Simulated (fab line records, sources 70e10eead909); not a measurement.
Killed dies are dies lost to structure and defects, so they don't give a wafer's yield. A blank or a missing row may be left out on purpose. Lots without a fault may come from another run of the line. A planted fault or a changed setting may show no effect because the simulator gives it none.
Chamber matching | flow nand_harc | NHARC_A_STAIRCASE_DEP_417 on pecvd-03: 3 sister chambers
The step deposits Si3N4, target thk 60 nm. 20 wafers are shown with their chamber, then 10 later ones without.

WAFERS WITH THEIR CHAMBER
wafer  | chamber | heater_power_w (W)
L077.2 | 1       | 645
L077.5 | 1       | 637
L077.6 | 2       | 782
L083.1 | 1       | 628
L083.4 | 2       | 720
L083.6 | 1       | 632
L084.2 | 2       | 854
L084.3 | 1       | 698
L084.6 | 2       | 702
L087.2 | 1       | 665
L087.4 | 1       | 672
L087.5 | 0       | 527
L092.1 | 0       | 567
L092.2 | 2       | 717
L092.5 | 2       | 720
L093.3 | 0       | 505
L093.5 | 2       | 720
L093.6 | 1       | 766
L096.2 | 0       | 523
L096.3 | 2       | 764

SIGNATURES (means of the wafers above)
reading        | chamber 0 | chamber 1 | chamber 2 | scatter within a chamber
heater_power_w | 530.50    | 667.88    | 747.38    | 45.4
Rule: a wafer's distance from a chamber is the root of the sum, over the readings, of the square of ((its reading less the chamber's mean) divided by the reading's scatter). The wafer belongs to the nearest chamber; if the next one is less than 2 further off, it can't be placed. The scatter: the root of (the sum of the squares of (reading less its chamber's mean) over the shown wafers, divided by (wafers less chambers)).

WAFERS WITHOUT THEIR CHAMBER
wafer  | heater_power_w (W)
L096.4 | 788
L096.1 | 733
L096.5 | 759
L096.6 | 545
L097.2 | 577
L097.3 | 702
L097.6 | 595
L097.1 | 641
L097.4 | 700
L097.5 | 626

WHICH CHAMBER EACH WENT THROUGH
wafer  | from the rows above          | in truth
L096.4 | can't be placed: 2 or 1      | 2
L096.1 | can't be placed: 2 or 1      | 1
L096.5 | can't be placed: 2 or 1      | 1
L096.6 | 0                            | 0
L097.2 | can't be placed: 0 or 1      | 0
L097.3 | can't be placed: 1 or 2      | 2
L097.6 | can't be placed: 0 or 1 or 2 | 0
L097.1 | can't be placed: 1 or 2 or 0 | 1
L097.4 | can't be placed: 1 or 2      | 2
L097.5 | can't be placed: 1 or 0 or 2 | 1
Placed correctly: 1 of 10. Can't be placed from these rows: 9 (the true chamber is among the candidates in 9). Placed wrongly: 0.
